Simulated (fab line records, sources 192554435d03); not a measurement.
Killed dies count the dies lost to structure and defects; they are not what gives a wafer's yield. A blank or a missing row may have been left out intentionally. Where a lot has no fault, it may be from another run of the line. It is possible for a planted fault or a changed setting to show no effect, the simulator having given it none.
Which tool was responsible? + flow n5_finfet + 9 lots with 27 wafers sampled at 5 steps, on a route of 1938 steps

WHAT THE GAUGES SHOWED, per wafer
N5_BEOL_M4_RC_MEAS_101.
| lot  | measured     | on        | DIBL_N (mV/V)  |
|------|--------------|-----------|----------------|
| L829 | day 8 05:31  | prober-02 | 33.9 36.2 35.7 |
| L831 | day 8 15:01  | prober-01 | 34.5 34.5 39.1 |
| L836 | day 9 10:14  | prober-01 | 33.6 36.4 35.0 |
| L838 | day 9 22:16  | prober-01 | 35.1 34.2 34.3 |
| L839 | day 13 07:37 | prober-01 | 38.0 39.8 36.5 |
| L840 | day 14 14:58 | prober-01 | 36.0 35.6 36.2 |
| L842 | day 12 21:15 | prober-01 | 37.7 36.4 37.2 |
| L850 | day 14 12:35 | prober-02 | 35.8 34.3 36.3 |
| L851 | day 15 04:40 | prober-01 | 36.2 36.5 36.9 |

TOOL THAT RAN EACH LOT (tool first, then ch and the chambers of the sampled wafers, then the start)
| lot  | N5_HKMG_FIN_STRIP_89               | N5_GATE_CUT_ETCH_56              | N5_GATE_CUT_ETCHBACK_30          | N5_GATE_CUT_SAC_CAP_01           |
|------|------------------------------------|----------------------------------|----------------------------------|----------------------------------|
| L829 | rie_diel-03 ch 0,1, day 4 14:58    | rie_metal-03 ch 1, day 4 18:07   | rie_metal-03 ch 1, day 4 18:13   | ald_sin-04 ch 0,2, day 4 19:10   |
| L831 | rie_diel-02 ch 0,2, day 5 01:51    | rie_metal-02 ch 0,1, day 5 05:07 | rie_metal-02 ch 0,1, day 5 05:12 | ald_sin-04 ch 1,3, day 5 05:37   |
| L836 | rie_diel-04 ch 1,2,3, day 6 04:01  | rie_metal-02 ch 0,1, day 6 07:14 | rie_metal-02 ch 0,1, day 6 07:20 | ald_sin-03 ch 1,2,3, day 6 07:44 |
| L838 | rie_diel-04 ch 0,1,2, day 6 16:05  | rie_metal-01 ch 0,1, day 6 19:22 | rie_metal-01 ch 0,1, day 6 19:27 | ald_sin-04 ch 0,1,2, day 6 19:51 |
| L839 | rie_diel-04 ch 0,1,3, day 7 03:28  | rie_metal-02 ch 0,1, day 7 06:39 | rie_metal-02 ch 0,1, day 7 06:44 | ald_sin-03 ch 0,2, day 7 07:19   |
| L840 | rie_diel-02 ch 0,2, day 7 15:18    | rie_metal-03 ch 0,1, day 7 18:40 | rie_metal-03 ch 0,1, day 7 18:44 | ald_sin-03 ch 0,1,3, day 7 19:07 |
| L842 | rie_diel-03 ch 1,3, day 7 21:53    | rie_metal-02 ch 0,1, day 8 01:22 | rie_metal-02 ch 0,1, day 8 01:28 | ald_sin-04 ch 0,1,3, day 8 01:55 |
| L850 | rie_diel-03 ch 1,2, day 9 17:51    | rie_metal-01 ch 0, day 9 21:05   | rie_metal-01 ch 0, day 9 21:10   | ald_sin-04 ch 1,2, day 9 21:53   |
| L851 | rie_diel-04 ch 0,2,3, day 10 09:54 | rie_metal-01 ch 1, day 10 13:19  | rie_metal-01 ch 1, day 10 13:29  | ald_sin-02 ch 0,3, day 10 13:57  |
- N5_HKMG_FIN_STRIP_89: strips SOC in N2/H2, time 20 s.
- N5_GATE_CUT_ETCH_56: etches TiN in Cl2/Ar, target depth 21.6 nm.
- N5_GATE_CUT_ETCHBACK_30: etches TiN in Cl2/Ar, target depth 3 nm.
- N5_GATE_CUT_SAC_CAP_01: material SiNx, target thk 24 nm, pulse time 1 s, ald cycles 480.

THE ANSWER, worked out from the rows above alone
Rule: the lots themselves supply what counts as usual. Put in order of their means at a reading, lots are off if they are a third of the lots or fewer, leave a main group of 4 or more, and stand apart from it by a gap of 3 or more times the standard deviation of the main group's means; of several such gaps the widest counts. A main group whose means are all the same, to the digits that the tables above print for the reading, isn't used. Also off: a lot with no number at a reading for which 4 or more lots have one. Any other lot the step has rows for is counted as sound.
No lot is off at any reading shown: from this, nothing can be told.

WHAT HAD BEEN PUT IN BY THE SIMULATOR
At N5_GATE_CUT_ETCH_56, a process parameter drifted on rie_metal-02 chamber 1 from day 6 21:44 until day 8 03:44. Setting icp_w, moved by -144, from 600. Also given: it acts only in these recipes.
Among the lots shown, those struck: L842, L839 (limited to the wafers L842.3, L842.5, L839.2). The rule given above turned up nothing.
